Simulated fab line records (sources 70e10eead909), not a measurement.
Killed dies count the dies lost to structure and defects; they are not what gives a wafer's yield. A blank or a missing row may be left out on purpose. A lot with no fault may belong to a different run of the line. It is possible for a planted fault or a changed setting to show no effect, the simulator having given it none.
Comparing a struck lot with a sound one ; flow nandHarc ; 13 steps out of a route of 1302
Sound: these wafers, L450.1, L450.4, L450.6. Wafers struck: L439.2, L439.3, L439.4. The cause comes at the end.
Each step with rows lists, per side, the tool, then ch with its chambers, then its first start. Under that, the readings that differ: sound wafers ; struck wafers ; difference of the means ; sigmas: that difference in standard deviations of wafers without a fault.
alike: words and numbers the same on both sides, and readings whose means are apart by under 2 such deviations; not compared: readings that were withheld, readings missing a value for some wafer, numbers with overlapping values and no deviation given by the record, and bounds like >300 which may hide the same value.
Wherever a step has rows on one side only, a row that says differs or no value, or a row with sigmas, the two part there. Non-overlapping numbers with no deviation appear without sigmas and do not part them. A reading that every wafer of one side lacks parts them only if that side has two wafers or more.

first, 8 steps without rows for these wafers: NHARC_A_STAIRCASE_HMDS_434 (time 30 s); NHARC_A_STAIRCASE_COAT_435; NHARC_A_STAIRCASE_SOFTBAKE_436 (time 170 s); NHARC_A_STAIRCASE_EBR_437; NHARC_A_STAIRCASE_EXPOSE_438 (exposes mask STAIR REV); NHARC_A_STAIRCASE_PEB_439 (peb time 130 s); NHARC_A_STAIRCASE_DEVELOP_440 (time 140 s); NHARC_A_STAIRCASE_HARDBAKE_442 (time 140 s).
NHARC_A_STAIRCASE_DESCUM_443: chemistry O2, time 3 s.
  sound on rieDiel-05 ch 1,2,3, day 28 16:37; struck on rieDiel-04 ch 1,2,3, day 24 08:50
  alike: drypumpMotorCurrentA, oesProductAu, rfVppV, showerheadPlenumPTorr, throttleValvePct
  not compared: rfHoursCounterH
NHARC_A_STAIRCASE_ETCH_444: etches the open film in C4F8/O2, target depth 20400 nm, time 6800 s.
  sound on rieDiel-05 ch 0,3, day 28 16:41; struck on rieDiel-04 ch 1,2,3, day 24 08:56
reading;sound;struck;difference;sigmas
oesProductAu (a.u.);0.939 0.917 0.937;0.971 0.983 0.976;+0.046;+2
  alike: biasW, rfVppV
  not compared: rfHoursCounterH
NHARC_A_STAIRCASE_STRIP_446: strips in O2.
  sound on plasmaAsher-01 ch 1, day 28 21:06; struck on plasmaAsher-02 ch 0,1, day 24 14:30
  no value came back on the struck wafers for drypumpMotorCurrentA (A), heaterPowerW (W), rfReflPowerW (W); on the sound wafers drypumpMotorCurrentA (A) reads 5.48 5.46 5.47
  not compared: rfHoursCounterH
then, 1 step without rows for these wafers: NHARC_A_STAIRCASE_STRIP_447 (strips in SPM, time 900 s).
-- jump in the record: it breaks off in module A_STAIRCASE and resumes in module END (first step shown: number 1302 of the route), and 6 days separate the struck wafers' starts before and after --
NHARC_END_SORT_01:
  only the struck wafers appear in the record here, on prober-01 ch 0 at day 30 03:59; the sound ones have no rows

== WHERE THEY PART ==
Earliest at NHARC_A_STAIRCASE_ETCH_444; latest, in this record, at NHARC_END_SORT_01.

WHY: what had been put in by the simulator
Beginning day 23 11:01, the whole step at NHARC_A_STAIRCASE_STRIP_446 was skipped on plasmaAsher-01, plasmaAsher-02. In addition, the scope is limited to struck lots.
